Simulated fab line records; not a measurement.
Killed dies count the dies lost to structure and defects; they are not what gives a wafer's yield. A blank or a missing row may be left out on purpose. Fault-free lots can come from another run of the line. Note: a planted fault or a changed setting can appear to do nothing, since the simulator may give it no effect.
Which tool was responsible? | flow nandHarc | Sampling: 12 lots, 36 wafers, 5 of 1159 route steps

WHAT THE GAUGES READ, wafer by wafer
NHARC_END_SORT_01. Usual: killedAtArray 26, standard deviation 9.7; killedAtOther 1.0, standard deviation 1.2; killedAtPeriphery 3.9, standard deviation 2.6; killedDies 31, standard deviation 9.7; killedOpen 3.2, standard deviation 1.8; killedShort 2.0, standard deviation 1.3.
lot  | measured     | on        | killedAtArray | killedAtOther | killedAtPeriphery | killedDies | killedOpen | killedShort | flag
L374 | day 19 13:53 | prober-01 | 23 29 23      | 3 2 2         | 2 2 2             | 28 33 27   | 3 5 6      | 2 3 0       | 
L375 | day 19 21:43 | prober-01 | 17 23 23      | 2 1 2         | 2 3 1             | 21 27 26   | 1 2 3      | 1 3 2       | 
L377 | day 19 13:52 | prober-02 | 9 16 12       | 1 1 0         | 7 7 7             | 17 24 19   | 2 5 4      | 1 3 1       | 
L378 | day 20 04:37 | prober-02 | 23 14 28      | 0 0 0         | 6 7 1             | 29 21 29   | 3 4 6      | 1 2 1       | 
L379 | day 20 21:47 | prober-01 | 30 41 33      | 3 0 1         | 3 2 6             | 36 43 40   | 4 6 2      | 1 2 2       | 
L388 | day 22 12:08 | prober-02 | 31 32 28      | 1 0 1         | 0 2 2             | 32 34 31   | 4 2 4      | 3 5 4       | 
L389 | day 23 21:55 | prober-01 | 38 34 43      | 0 0 0         | 3 2 0             | 41 36 43   | 1 0 3      | 4 2 2       | 
L391 | day 23 16:39 | prober-02 | 16 12 19      | 1 0 0         | 7 3 9             | 24 15 28   | 3 1 9      | 4 2 3       | 
L390 | day 23 15:46 | prober-01 | 36 42 38      | 1 1 2         | 2 1 5             | 39 44 45   | 2 4 2      | 0 1 2       | 
L393 | day 24 05:40 | prober-01 | 33 41 47      | 0 1 3         | 0 1 0             | 33 43 50   | 1 4 2      | 0 3 1       | 
L394 | day 24 08:17 | prober-02 | 31 26 32      | 1 6 0         | 4 8 0             | 36 40 32   | 3 2 3      | 2 2 2       | 
L396 | day 25 11:17 | prober-02 | 31 38 24      | 1 2 2         | 8 10 5            | 40 50 31   | 3 4 1      | 2 4 2       | 

WHAT TOOL EACH LOT RAN ON (gives the tool, then ch and the chambers of the sampled wafers, and finally the start)
lot  | NHARC_A_CHANNEL_HOLE_D1_ETCH_23 | NHARC_A_CHANNEL_HOLE_D1_XSEM_31 | NHARC_A_CHANNEL_FILL_D1_ALD_02  | NHARC_A_CHANNEL_FILL_D1_ALD_15
L374 | harEtch-01 ch 0,1, day 8 13:17  | xsem-01 ch 0, day 8 17:29       | aldHk-03 ch 0,2,3, day 8 17:55  | aldSinBatch-02 ch 0, day 9 05:17
L375 | harEtch-01 ch 0,1, day 9 01:52  | xsem-02 ch 0, day 9 05:56       | aldHk-04 ch 1,2,3, day 9 06:15  | aldSinBatch-01 ch 0, day 9 16:29
L377 | harEtch-02 ch 0,1, day 9 02:16  | xsem-01 ch 0, day 9 06:19       | aldHk-04 ch 1,3, day 9 06:41    | aldSinBatch-01 ch 0, day 9 16:29
L378 | harEtch-01 ch 0,1, day 9 11:01  | xsem-01 ch 0, day 9 15:03       | aldHk-04 ch 1,3, day 9 15:30    | aldSinBatch-01 ch 0, day 10 01:35
L379 | harEtch-01 ch 0,1, day 9 22:45  | xsem-02 ch 0, day 10 02:59      | aldHk-01 ch 1,2, day 10 03:21   | aldSinBatch-01 ch 0, day 10 14:16
L388 | harEtch-01 ch 0,1, day 12 00:20 | xsem-01 ch 0, day 12 04:22      | aldHk-03 ch 0,2, day 12 07:17   | aldSinBatch-03 ch 0, day 12 18:20
L389 | harEtch-01 ch 0,1, day 12 08:52 | xsem-02 ch 0, day 12 13:05      | aldHk-04 ch 0,2,3, day 12 14:48 | aldSinBatch-01 ch 0, day 13 00:58
L391 | harEtch-02 ch 0,1, day 12 14:44 | xsem-01 ch 0, day 12 19:09      | aldHk-04 ch 1,2,3, day 12 19:49 | aldSinBatch-01 ch 0, day 13 05:45
L390 | harEtch-01 ch 0,1, day 12 15:06 | xsem-02 ch 0, day 12 19:25      | aldHk-01 ch 2,3, day 12 19:51   | aldSinBatch-01 ch 0, day 13 05:45
L393 | harEtch-02 ch 0,1, day 12 22:57 | xsem-02 ch 0, day 13 03:02      | aldHk-04 ch 0,1,3, day 13 03:20 | aldSinBatch-01 ch 0, day 13 13:50
L394 | harEtch-01 ch 0,1, day 12 23:48 | xsem-01 ch 0, day 13 03:53      | aldHk-01 ch 0,1,3, day 13 04:20 | aldSinBatch-01 ch 0, day 13 13:50
L396 | harEtch-02 ch 0,1, day 14 10:01 | xsem-01 ch 0, day 14 14:31      | aldHk-04 ch 0,2,3, day 14 15:36 | aldSinBatch-02 ch 0, day 15 02:43
- NHARC_A_CHANNEL_HOLE_D1_ETCH_23: etches the open film in C4F8/O2/Ar, time 819 s, target depth 1600 nm.
- NHARC_A_CHANNEL_HOLE_D1_XSEM_31
- NHARC_A_CHANNEL_FILL_D1_ALD_02: deposits SiO2, target thk 6 nm, pulse time 10 s, ald cycles 60.
- NHARC_A_CHANNEL_FILL_D1_ALD_15: deposits SiNx, target thk 2 nm, pulse time 60 s, ald cycles 19.

WHAT THE TOOLS THEMSELVES READ (means of the sampled wafers that have a number; where no wafer has one, the mark that the record gives instead)
NHARC_A_CHANNEL_HOLE_D1_ETCH_23. Usual: drypumpMotorCurrentA 5.8 A, standard deviation 0.58; escClampCurrentUA 0.02117, standard deviation 0.00028; showerheadPlenumPTorr 3.81 Torr, standard deviation 0.036; throttleValvePct 32.155 %, standard deviation 0.0089.
lot  | tool       | drypumpMotorCurrentA (A) | escClampCurrentUA | showerheadPlenumPTorr (Torr) | throttleValvePct (%) | flag
L374 | harEtch-01 | 5.2                      | 0.02117           | 3.83                         | 32.148               | 
L375 | harEtch-01 | 5.2                      | 0.02122           | 3.82                         | 32.150               | 
L377 | harEtch-02 | 6.4                      | 0.02099           | 3.84                         | 32.155               | 
L378 | harEtch-01 | 5.2                      | 0.02117           | 3.82                         | 32.158               | 
L379 | harEtch-01 | 5.5                      | 0.02115           | 3.82                         | 32.160               | 
L388 | harEtch-01 | 5.2                      | 0.02127           | 3.80                         | 32.156               | 
L389 | harEtch-01 | 5.2                      | 0.02127           | 3.80                         | 32.158               | 
L391 | harEtch-02 | 6.2                      | 0.02128           | 3.79                         | 32.153               | 
L390 | harEtch-01 | 5.5                      | 0.02118           | 3.80                         | 32.151               | 
L393 | harEtch-02 | 6.2                      | 0.02124           | 3.78                         | 32.147               | 
L394 | harEtch-01 | 5.2                      | 0.02122           | 3.79                         | 32.159               | 
L396 | harEtch-02 | 6.3                      | 0.02134           | 3.77                         | 32.152               | 

NHARC_A_CHANNEL_HOLE_D1_XSEM_31. Usual: botCdNm 75.0 nm, standard deviation 2.1; bowNm 8.70 nm, standard deviation 0.27; tiltDeg 0.07 degrees, standard deviation 0.033.
lot  | tool    | botCdNm (nm) | bowNm (nm) | tiltDeg (degrees) | flag
L374 | xsem-01 | 75.8         | 8.57       | 0.07              | 
L375 | xsem-02 | 77.6         | 8.90       | 0.07              | 
L377 | xsem-01 | 76.3         | 8.54       | 0.08              | 
L378 | xsem-01 | 76.3         | 8.62       | 0.08              | 
L379 | xsem-02 | 75.4         | 8.73       | 0.08              | 
L388 | xsem-01 | 75.3         | 8.54       | 0.13              | 
L389 | xsem-02 | 74.1         | 8.57       | 0.08              | 
L391 | xsem-01 | 74.0         | 8.64       | 0.02              | 
L390 | xsem-02 | 74.4         | 8.83       | 0.09              | 
L393 | xsem-02 | 74.7         | 8.92       | 0.08              | 
L394 | xsem-01 | 72.9         | 8.16       | 0.08              | 
L396 | xsem-01 | 71.9         | 8.58       | 0.06              | 

NHARC_A_CHANNEL_FILL_D1_ALD_02. Usual: heaterPowerW 486 W, standard deviation 59; precursorPulseHeightRel 0.999, standard deviation 0.018.
lot  | tool     | heaterPowerW (W) | precursorPulseHeightRel | flag
L374 | aldHk-03 | 458              | 0.982                   | 
L375 | aldHk-04 | 499              | 1.016                   | 
L377 | aldHk-04 | 551              | 0.995                   | 
L378 | aldHk-04 | 547              | 0.988                   | 
L379 | aldHk-01 | 537              | 0.986                   | 
L388 | aldHk-03 | 443              | 0.989                   | 
L389 | aldHk-04 | 454              | 0.977                   | 
L391 | aldHk-04 | 511              | 1.002                   | 
L390 | aldHk-01 | 518              | 1.002                   | 
L393 | aldHk-04 | 506              | 1.015                   | 
L394 | aldHk-01 | 523              | 0.985                   | 
L396 | aldHk-04 | 459              | 0.993                   | 

NHARC_A_CHANNEL_FILL_D1_ALD_15. Usual: chamberPressureTorr 2.000 Torr, standard deviation 0.0044; precursorPulseHeightRel 0.999, standard deviation 0.02.
lot  | tool           | chamberPressureTorr (Torr) | precursorPulseHeightRel | flag
L374 | aldSinBatch-02 | 1.996                      | 0.979                   | 
L375 | aldSinBatch-01 | 2.010                      | 1.009                   | 
L377 | aldSinBatch-01 | 1.995                      | 1.005                   | 
L378 | aldSinBatch-01 | 1.997                      | 0.998                   | 
L379 | aldSinBatch-01 | 2.000                      | 0.970                   | 
L388 | aldSinBatch-03 | 1.999                      | 1.019                   | 
L389 | aldSinBatch-01 | 2.009                      | 1.005                   | 
L391 | aldSinBatch-01 | 2.000                      | 1.000                   | 
L390 | aldSinBatch-01 | 2.001                      | 1.004                   | 
L393 | aldSinBatch-01 | 2.003                      | 1.021                   | 
L394 | aldSinBatch-01 | 1.999                      | 1.011                   | 
L396 | aldSinBatch-02 | 1.998                      | 0.993                   | 

THE ANSWER, worked out from the rows above alone
Rule: lot off if the mean of its wafers having a number is beyond 3 standard deviations from the usual mean. Also off: a lot with no number at a reading for which 4 or more lots have one. All remaining lots with rows at the step are treated as sound. First the gauges in route order, then the tools' own readings, where a lot's mean is used as printed above. At the first step where some lot is off, the reading lying furthest off is the one used; lots without a number count as furthest.
Nothing can be told from this: no lot is off at any reading shown.

WHAT THE SIMULATOR HAD PUT IN
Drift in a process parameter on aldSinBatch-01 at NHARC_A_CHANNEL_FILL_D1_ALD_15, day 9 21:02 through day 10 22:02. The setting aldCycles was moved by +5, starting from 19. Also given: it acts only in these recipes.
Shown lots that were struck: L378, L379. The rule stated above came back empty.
